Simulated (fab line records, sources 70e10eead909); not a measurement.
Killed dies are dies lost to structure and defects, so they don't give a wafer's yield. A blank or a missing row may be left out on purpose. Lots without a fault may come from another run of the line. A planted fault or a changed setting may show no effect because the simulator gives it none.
Tool commonality check | flow nand_harc | 12 lots, 36 wafers sampled

WHY IT WAS OPENED
At NHARC_A_ONON_D2_THK_MEAS_11 the reading thk_nm is flagged on 2 of 12 lots. Wafers without a fault read 997 nm, standard deviation 8.2.
Rule: a lot is flagged when every wafer of it that has a number lies more than 4 standard deviations from that mean, or none has a number. The other lots count as sound.

lot  | measured     | on            | thk_nm (nm), wafer by wafer | flag
L795 | day 13 11:20 | film_metro-02 | 1000 1000 1000              |
L796 | day 13 17:07 | film_metro-02 | 978 977 979                 |
L797 | day 14 04:34 | film_metro-02 | 992 993 995                 |
L799 | day 15 06:39 | film_metro-01 | 1009 1008 1011              |
L798 | day 15 06:40 | film_metro-01 | 985 985 983                 |
L800 | day 15 18:10 | film_metro-02 | 1006 1005 1006              |
L801 | day 16 01:52 | film_metro-02 | 994 994 994                 |
L802 | day 16 08:30 | film_metro-02 | 1002 1000 1001              |
L808 | day 18 17:29 | film_metro-02 | 697 694 695                 | FLAGGED
L809 | day 19 11:22 | film_metro-01 | 704 703 705                 | FLAGGED
L813 | day 21 02:35 | film_metro-01 | 1000 1001 1002              |
L815 | day 21 10:01 | film_metro-02 | 993 993 992                 |
The numbers of the flagged lots are 700 nm on average: -297 nm against the usual, or -36 standard deviations.

WHICH TOOL RAN EACH LOT
The record holds 3 process steps before the reading, out of a route of 1302 steps. In each cell: the tool, then ch and the chambers that the sampled wafers went through, then the start.
lot  | flag    | NHARC_A_CHANNEL_FILL_D1_ALD_02   | NHARC_A_DECK1_JOINT_ETCHBACK_00  | NHARC_A_ONON_D2_DEP_09
L795 |         | ald_hk-03 ch 1,3, day 9 15:21    | rie_si-04 ch 0,1,2, day 12 06:33 | pecvd_onon-02 ch 0, day 13 10:49
L796 |         | ald_hk-02 ch 0,2,3, day 10 03:24 | rie_si-04 ch 0,1,3, day 12 14:31 | pecvd_onon-02 ch 0, day 13 16:36
L797 |         | ald_hk-02 ch 0,2, day 10 10:23   | rie_si-04 ch 2,3, day 12 23:13   | pecvd_onon-01 ch 0, day 14 04:10
L799 |         | ald_hk-03 ch 0,1,3, day 11 10:05 | rie_si-04 ch 0,1,3, day 14 00:22 | pecvd_onon-04 ch 0, day 15 06:08
L798 |         | ald_hk-03 ch 0,1,3, day 11 11:43 | rie_si-06 ch 2,3, day 14 00:22   | pecvd_onon-02 ch 0, day 15 06:16
L800 |         | ald_hk-02 ch 1,2,3, day 11 14:28 | rie_si-05 ch 0,2, day 14 16:49   | pecvd_onon-02 ch 0, day 15 17:43
L801 |         | ald_hk-01 ch 0,1,3, day 12 06:52 | rie_si-05 ch 1,2,3, day 14 21:57 | pecvd_onon-02 ch 0, day 16 01:25
L802 |         | ald_hk-01 ch 0,1,3, day 12 14:46 | rie_si-04 ch 0,1,3, day 15 02:28 | pecvd_onon-01 ch 0, day 16 07:59
L808 | FLAGGED | ald_hk-01 ch 1,2, day 15 08:02   | rie_si-04 ch 0,2,3, day 17 16:15 | pecvd_onon-02 ch 0, day 18 17:02
L809 | FLAGGED | ald_hk-01 ch 0,3, day 15 18:23   | rie_si-06 ch 1,2,3, day 18 05:58 | pecvd_onon-02 ch 0, day 19 10:54
L813 |         | ald_hk-02 ch 1,2,3, day 17 10:34 | rie_si-05 ch 1,2, day 20 02:14   | pecvd_onon-01 ch 0, day 21 02:08
L815 |         | ald_hk-01 ch 1,2, day 17 23:36   | rie_si-05 ch 1,2,3, day 20 09:38 | pecvd_onon-04 ch 0, day 21 09:29
What these steps do:
- NHARC_A_CHANNEL_FILL_D1_ALD_02: deposits SiO2, target thk 6 nm, pulse time 10 s, ald cycles 60.
- NHARC_A_DECK1_JOINT_ETCHBACK_00: etches the open film in HBr, target depth 30 nm, time 17.4 s.
- NHARC_A_ONON_D2_DEP_09: target thk 1000 nm.
- NHARC_A_ONON_D2_THK_MEAS_11: measures by ellipsometry.

FLAGGED OVER TOTAL, TOOL BY TOOL (the gauges that took the reading come last)
step                            | tool          | lots run | flagged | share of the flagged lots | sound lots run after its first flagged lot
NHARC_A_CHANNEL_FILL_D1_ALD_02  | ald_hk-01     | 5        | 2       | all                       | 1 (L815)
NHARC_A_CHANNEL_FILL_D1_ALD_02  | ald_hk-02     | 4        | 0       | none                      | -
NHARC_A_CHANNEL_FILL_D1_ALD_02  | ald_hk-03     | 3        | 0       | none                      | -
NHARC_A_DECK1_JOINT_ETCHBACK_00 | rie_si-04     | 6        | 1       | some                      | 0
NHARC_A_DECK1_JOINT_ETCHBACK_00 | rie_si-05     | 4        | 0       | none                      | -
NHARC_A_DECK1_JOINT_ETCHBACK_00 | rie_si-06     | 2        | 1       | some                      | 0
NHARC_A_ONON_D2_DEP_09          | pecvd_onon-01 | 3        | 0       | none                      | -
NHARC_A_ONON_D2_DEP_09          | pecvd_onon-02 | 7        | 2       | all                       | 0
NHARC_A_ONON_D2_DEP_09          | pecvd_onon-04 | 2        | 0       | none                      | -
NHARC_A_ONON_D2_THK_MEAS_11     | film_metro-01 | 4        | 1       | some                      | 1 (L813)
NHARC_A_ONON_D2_THK_MEAS_11     | film_metro-02 | 8        | 1       | some                      | 1 (L815)

WHAT THE TABLE ALLOWS
2 rows of the table ran every flagged lot: ald_hk-01 at NHARC_A_CHANNEL_FILL_D1_ALD_02, pecvd_onon-02 at NHARC_A_ONON_D2_DEP_09.
- ald_hk-01 at NHARC_A_CHANNEL_FILL_D1_ALD_02: 2 of its 5 lots flagged. Sound lots ran on it after the first flagged one (L815), which a lasting fault on the whole tool wouldn't allow.
- pecvd_onon-02 at NHARC_A_ONON_D2_DEP_09: 2 of its 7 lots flagged. Its last sound lot is L801 (day 16 01:25), its first flagged lot L808 (day 18 17:02): a fault that began between those two fits.
One tool is left: pecvd_onon-02 at NHARC_A_ONON_D2_DEP_09.

WHAT THE SIMULATOR HAD PUT IN
Process parameter drift: pecvd_onon-02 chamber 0, from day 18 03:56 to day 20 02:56, at NHARC_A_ONON_D2_DEP_09. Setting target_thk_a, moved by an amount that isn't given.
Lots struck among those shown: L808, L809. The rule above found the same.
